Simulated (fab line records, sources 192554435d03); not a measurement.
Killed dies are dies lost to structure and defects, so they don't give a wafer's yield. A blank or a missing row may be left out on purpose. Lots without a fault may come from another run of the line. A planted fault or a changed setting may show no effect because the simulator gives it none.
fab line records | flow n5_finfet | part 2 of 2: steps 41 to 41 of 41
record lots=4 wafers=11 last_day=17
route steps=1938 shown BEOL_M0_SAQP@642 BEOL_M4@1111 PASSIVATION@1936
lots that met no fault: from a run of the same line without faults
start_h: hours from the record's first day to the start of the lot's first wafer shown | wait_h: hours since the lot's step before | " the same as in the row above | L1.1+2: a row that stands for several wafers | - no value, or no start given | * or withheld: withheld | < > ~ a bound
route shown NAME@n: a module of which the file shows steps, and the number in the route of the first | usual: mean/standard deviation of fault-free wafers | same: alike in all rows | chamber/n: place in a boat | sites: the reading at each site | _std_site: their standard deviation | _edge_site: outer sites' mean less inner sites' | radius_mm: how far each site lies from the wafer's centre | mask NAME#n: copy n | behind: the tool/chamber that last shaped the wafer | hold: why the lot was held/for how many hours/how that ended | device: the transistor (n, p or np) that didn't switch | end of line: the same wafers' tests at the end of the route | a step without rows: its recipe alone | killed: dies lost to structure and defects at the first sort, not the wafer's yield | map: a wafer's dies, x killed, . not, _ none there
set.NAME: the setting as run; set.NAME@STEP: as run at that earlier step | model.NAME: the simulator's own value behind a step, which no gauge read
lots at some steps of the route; a table a step, a row a wafer
services: from which hour (start_h, from the record's first day; less than 0 if before it) a tool's chamber was out of use, for how many hours, and why
## steps
# step N5_PASSIVATION_PROBE_49
# usual defect_limited_yield=91.4/1.4 killed_at_M0_to_M3=33/11 killed_at_M4_up=13/5.3 killed_at_contacts=13/6.1 killed_at_front_end=40/11 killed_at_other=2.9/2.7 killed_dies=102/17 killed_on_rim=14/4.2 killed_open=68/13 killed_short=32/7.5 sort_bin_5_function=5.1/0.98 sort_bin_6_memory=3.2/0.69 sort_n_pass=1077/21 sort_yield_pct=91.3/1.7
# same gross_dies=1180 killed_at_back_side=0 sort_bin_4_leakage[%]=0 sort_bin_8_speed[%]=0
# columns lot.wafer tool chamber start_h wait_h defect_limited_yield[%] killed_at_M0_to_M3 killed_at_M4_up killed_at_contacts killed_at_front_end killed_at_other killed_dies killed_on_rim killed_open killed_short sort_bin_5_function[%] sort_bin_6_memory[%] sort_n_pass sort_yield_pct[%]
L133.3 prober-02 - 340.63 0.1 91.4 48 7 4 41 1 101 10 61 37 5.7 2.6 1079 91.4
L133.4 prober-02 - 340.68 0.2 88.6 44 17 19 53 2 135 16 86 47 7.0 3.9 1045 88.6
L133.6 prober-02 - 340.78 0.3 89.7 49 21 12 35 5 122 20 75 45 6.3 3.8 1058 89.7
L144.1 prober-02 - 395.48 0.0 88.9 33 15 23 59 1 131 14 77 53 7.0 3.7 1049 88.9
L144.3 prober-02 - 395.58 0.1 0 1108 13 8 50 1 1180 152 54 31 97.4 2.5 0 0
L146.2 prober-01 - 409.02 0.1 0 1118 9 16 33 4 1180 152 84 30 95.6 4.2 0 0
L148.1 prober-02 - 419.58 0.0 91.0 13 24 9 51 9 106 18 76 29 5.6 3.1 1074 91.0
L148.4 prober-02 - 419.73 0.2 91.1 24 21 11 43 6 105 18 62 40 4.7 3.6 1075 91.1
L148.6 prober-02 - 419.83 0.3 90.9 29 22 9 43 4 107 14 76 29 5.8 3.1 1073 90.9
# killed by level:class
L133.3 BEOL_M0_SAQP:geometric_particle:open=14 STI_FIN_REVEAL:geometric_particle:open=9 BEOL_M1:geometric_particle:open=8 BEOL_M3:geometric_particle:open=8 GATE_CUT:geometric_particle:short=7 BEOL_M0_SAQP:geometric_particle:short=7 FIN_SAQP:geometric_particle:open=6 FIN_SAQP:geometric_particle:short=6
L133.4 MOL_CONTACT_COAG:geometric_particle:open=15 BEOL_M2:geometric_particle:open=14 STI_FIN_REVEAL:geometric_particle:open=12 FIN_SAQP:geometric_particle:open=11 FIN_SAQP:geometric_particle:short=10 BEOL_M0_SAQP:geometric_particle:short=9 BEOL_M0_SAQP:geometric_particle:open=9 BEOL_M4:geometric_particle:open=7
L133.6 BEOL_M0_SAQP:geometric_particle:short=14 BEOL_M4:geometric_particle:open=12 BEOL_M2:geometric_particle:open=10 MOL_CONTACT_COAG:geometric_particle:open=9 BEOL_M0_SAQP:geometric_particle:open=9 FIN_SAQP:geometric_particle:open=7 FIN_SAQP:geometric_particle:short=6 BEOL_M2:geometric_particle:short=6
L144.1 FIN_SAQP:geometric_particle:short=15 MOL_CONTACT_COAG:geometric_particle:open=13 BEOL_M0_SAQP:geometric_particle:short=11 GATE_CUT:geometric_particle:short=10 MOL_CONTACT_COAG:geometric_particle:short=9 BEOL_M4:geometric_particle:open=9 BEOL_M0_SAQP:geometric_particle:open=8 BEOL_M3:geometric_particle:open=8
L144.3 BEOL_M0_SAQP:area_etch=1094 STI_FIN_REVEAL:geometric_particle:open=11 BEOL_M4:geometric_particle:open=9 FIN_SAQP:geometric_particle:open=8 GATE_CUT:geometric_particle:short=6 FIN_SAQP:geometric_particle:short=5 STARTING-WAFER:geometric_particle:short=5 MOL_CONTACT_COAG:geometric_particle:open=5
L146.2 BEOL_M0_SAQP:area_etch=1065 BEOL_M2:geometric_particle:open=14 MOL_CONTACT_COAG:geometric_particle:open=12 BEOL_M1:geometric_particle:open=12 STI_FIN_REVEAL:geometric_particle:open=11 BEOL_M0_SAQP:geometric_particle:open=10 BEOL_M0_SAQP:geometric_particle:short=8 DUMMY_GATE:geometric_particle:open=5
L148.1 STI_FIN_REVEAL:geometric_particle:open=15 BEOL_M4:geometric_particle:open=14 FIN_SAQP:geometric_particle:open=13 FIN_SAQP:geometric_particle:short=10 MOL_CONTACT_COAG:geometric_particle:open=7 STARTING-WAFER:geometric_particle:open=5 BEOL_M0:geometric_particle:open=4 BEOL_M3:geometric_particle:open=4
L148.4 FIN_SAQP:geometric_particle:open=10 FIN_SAQP:geometric_particle:short=10 GATE_CUT:geometric_particle:short=8 BEOL_M0_SAQP:geometric_particle:open=7 MOL_CONTACT_COAG:geometric_particle:short=6 BEOL_M0:geometric_particle:open=6 BEOL_M4:geometric_particle:open=6 MOL_CONTACT_COAG:geometric_particle:open=5
L148.6 FIN_SAQP:geometric_particle:open=12 FIN_SAQP:geometric_particle:short=10 BEOL_M4:geometric_particle:open=10 MOL_CONTACT_COAG:geometric_particle:open=8 BEOL_M1:geometric_particle:open=7 BEOL_M0:geometric_particle:open=6 GATE_CUT:geometric_particle:short=5 STI_FIN_REVEAL:geometric_particle:open=5
# map L144.3 (x killed, . not)
_________________xxxxxxxxxxxx________________
______________xxxxxxxxxxxxxxxxxx_____________
___________xxxxxxxxxxxxxxxxxxxxxxxx__________
__________xxxxxxxxxxxxxxxxxxxxxxxxxx_________
________xxxxxxxxxxxxxxxxxxxxxxxxxxxxxx_______
_______xxxxxxxxxxxxxxxxxxxxxxxxxxxxxxxx______
______xxxxxxxxxxxxxxxxxxxxxxxxxxxxxxxxxx_____
_____xxxxxxxxxxxxxxxxxxxxxxxxxxxxxxxxxxxx____
____xxxxxxxxxxxxxxxxxxxxxxxxxxxxxxxxxxxxxx___
___xxxxxxxxxxxxxxxxxxxxxxxxxxxxxxxxxxxxxxxx__
___xxxxxxxxxxxxxxxxxxxxxxxxxxxxxxxxxxxxxxxx__
__xxxxxxxxxxxxxxxxxxxxxxxxxxxxxxxxxxxxxxxxxx_
__xxxxxxxxxxxxxxxxxxxxxxxxxxxxxxxxxxxxxxxxxx_
_xxxxxxxxxxxxxxxxxxxxxxxxxxxxxxxxxxxxxxxxxxxx
_xxxxxxxxxxxxxxxxxxxxxxxxxxxxxxxxxxxxxxxxxxxx
_xxxxxxxxxxxxxxxxxxxxxxxxxxxxxxxxxxxxxxxxxxxx
_xxxxxxxxxxxxxxxxxxxxxxxxxxxxxxxxxxxxxxxxxxxx
_xxxxxxxxxxxxxxxxxxxxxxxxxxxxxxxxxxxxxxxxxxxx
_xxxxxxxxxxxxxxxxxxxxxxxxxxxxxxxxxxxxxxxxxxxx
_xxxxxxxxxxxxxxxxxxxxxxxxxxxxxxxxxxxxxxxxxxxx
_xxxxxxxxxxxxxxxxxxxxxxxxxxxxxxxxxxxxxxxxxxxx
__xxxxxxxxxxxxxxxxxxxxxxxxxxxxxxxxxxxxxxxxxx_
__xxxxxxxxxxxxxxxxxxxxxxxxxxxxxxxxxxxxxxxxxx_
___xxxxxxxxxxxxxxxxxxxxxxxxxxxxxxxxxxxxxxxx__
___xxxxxxxxxxxxxxxxxxxxxxxxxxxxxxxxxxxxxxxx__
____xxxxxxxxxxxxxxxxxxxxxxxxxxxxxxxxxxxxxx___
_____xxxxxxxxxxxxxxxxxxxxxxxxxxxxxxxxxxxx____
______xxxxxxxxxxxxxxxxxxxxxxxxxxxxxxxxxx_____
_______xxxxxxxxxxxxxxxxxxxxxxxxxxxxxxxx______
________xxxxxxxxxxxxxxxxxxxxxxxxxxxxxx_______
__________xxxxxxxxxxxxxxxxxxxxxxxxxx_________
___________xxxxxxxxxxxxxxxxxxxxxxxx__________
______________xxxxxxxxxxxxxxxxxx_____________
_________________xxxxxxxxxxxx________________
# map L146.2 (x killed, . not)
_________________xxxxxxxxxxxx________________
______________xxxxxxxxxxxxxxxxxx_____________
___________xxxxxxxxxxxxxxxxxxxxxxxx__________
__________xxxxxxxxxxxxxxxxxxxxxxxxxx_________
________xxxxxxxxxxxxxxxxxxxxxxxxxxxxxx_______
_______xxxxxxxxxxxxxxxxxxxxxxxxxxxxxxxx______
______xxxxxxxxxxxxxxxxxxxxxxxxxxxxxxxxxx_____
_____xxxxxxxxxxxxxxxxxxxxxxxxxxxxxxxxxxxx____
____xxxxxxxxxxxxxxxxxxxxxxxxxxxxxxxxxxxxxx___
___xxxxxxxxxxxxxxxxxxxxxxxxxxxxxxxxxxxxxxxx__
___xxxxxxxxxxxxxxxxxxxxxxxxxxxxxxxxxxxxxxxx__
__xxxxxxxxxxxxxxxxxxxxxxxxxxxxxxxxxxxxxxxxxx_
__xxxxxxxxxxxxxxxxxxxxxxxxxxxxxxxxxxxxxxxxxx_
_xxxxxxxxxxxxxxxxxxxxxxxxxxxxxxxxxxxxxxxxxxxx
_xxxxxxxxxxxxxxxxxxxxxxxxxxxxxxxxxxxxxxxxxxxx
_xxxxxxxxxxxxxxxxxxxxxxxxxxxxxxxxxxxxxxxxxxxx
_xxxxxxxxxxxxxxxxxxxxxxxxxxxxxxxxxxxxxxxxxxxx
_xxxxxxxxxxxxxxxxxxxxxxxxxxxxxxxxxxxxxxxxxxxx
_xxxxxxxxxxxxxxxxxxxxxxxxxxxxxxxxxxxxxxxxxxxx
_xxxxxxxxxxxxxxxxxxxxxxxxxxxxxxxxxxxxxxxxxxxx
_xxxxxxxxxxxxxxxxxxxxxxxxxxxxxxxxxxxxxxxxxxxx
__xxxxxxxxxxxxxxxxxxxxxxxxxxxxxxxxxxxxxxxxxx_
__xxxxxxxxxxxxxxxxxxxxxxxxxxxxxxxxxxxxxxxxxx_
___xxxxxxxxxxxxxxxxxxxxxxxxxxxxxxxxxxxxxxxx__
___xxxxxxxxxxxxxxxxxxxxxxxxxxxxxxxxxxxxxxxx__
____xxxxxxxxxxxxxxxxxxxxxxxxxxxxxxxxxxxxxx___
_____xxxxxxxxxxxxxxxxxxxxxxxxxxxxxxxxxxxx____
______xxxxxxxxxxxxxxxxxxxxxxxxxxxxxxxxxx_____
_______xxxxxxxxxxxxxxxxxxxxxxxxxxxxxxxx______
________xxxxxxxxxxxxxxxxxxxxxxxxxxxxxx_______
__________xxxxxxxxxxxxxxxxxxxxxxxxxx_________
___________xxxxxxxxxxxxxxxxxxxxxxxx__________
______________xxxxxxxxxxxxxxxxxx_____________
_________________xxxxxxxxxxxx________________
## services
# columns tool chamber start_h hours kind
rie_diel-03 3 133.54 12.3 repair
rie_diel-02 2 139.95 - clean
rie_diel-02 2 139.95 - consumable_replace:focus_ring
rie_diel-02 2 139.95 34.7 scheduled_down
rie_diel-02 2 139.95 34.7 vent_cycle
rie_diel-03 2 143.43 10.1 repair
rie_si-01 0 179.24 4.7 repair
rie_si-06 0 185.11 3.5 repair
rie_diel-04 1 209.51 16.5 repair
rie_si-06 0 231.56 101.1 repair
rie_diel-02 0 238.33 5.8 repair
rie_diel-03 0 241.10 - clean
rie_diel-03 0 241.10 - consumable_replace:focus_ring
rie_diel-03 0 241.10 13.3 scheduled_down
rie_diel-03 0 241.10 13.3 vent_cycle
## key
first_sign step=N5_BEOL_M0_SAQP_HM_OPEN_112 reading=oes_product_au direction=down sigmas=5.1 usual=0.49 struck=0.29
effect step=N5_BEOL_M0_SAQP_MANDREL_ETCH_20 reading=oes_product_au direction=down sigmas=35 usual=0.771 struck=0.324
effect step=N5_BEOL_M0_SAQP_SPACER1_ETCHBACK_99 reading=oes_product_au direction=down sigmas=6.1 usual=0.76 struck=0.27
effect step=N5_BEOL_M0_SAQP_MANDREL1_REMOVE_100 reading=oes_product_au direction=down sigmas=37 usual=0.993 struck=0.374
effect step=N5_BEOL_M0_SAQP_CD_MEAS_25 reading=cd_nm direction=missing
effect step=N5_BEOL_M0_SAQP_CD_MEAS_29 reading=cd_nm direction=missing
effect step=N5_PASSIVATION_PROBE_49 reading=killed_at_M0_to_M3 direction=up sigmas=99+ usual=33 struck=1113
model_effect step=N5_BEOL_M0_SAQP_ETCH_84 value=etch.depth_nm without=99.91 struck=78.59
model_effect step=N5_BEOL_M0_SAQP_HM_OPEN_112 value=SiARC_of_BEOL_M0_SAQP_COAT_82.thk_nm without=5.1 struck=7
model_effect step=N5_BEOL_M0_SAQP_MANDREL1_REMOVE_100 value=BEOL_M0_SAQP.cd_nm without=12.8 struck=42.8
more_kills_born_at N5_BEOL_M0_SAQP_ETCH_84@rie_diel-04=2159
met_at N5_BEOL_M0_SAQP_ETCH_84
struck_wafers L144.3,L146.2
later_rows_left_out L144.3,L146.2
onset_between 148.36 216.19
fault kind=process_parameter_drift tool=rie_diel-04 chamber=- onset_h=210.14 steps=N5_BEOL_M0_SAQP_ETCH_84 channel=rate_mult offset=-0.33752 shape=step end_h=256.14 scope=struck_wafers_only
# later_rows_left_out: the simulator's readings of these wafers behind a module that went badly wrong aren't trusted and aren't shown, but for the sort
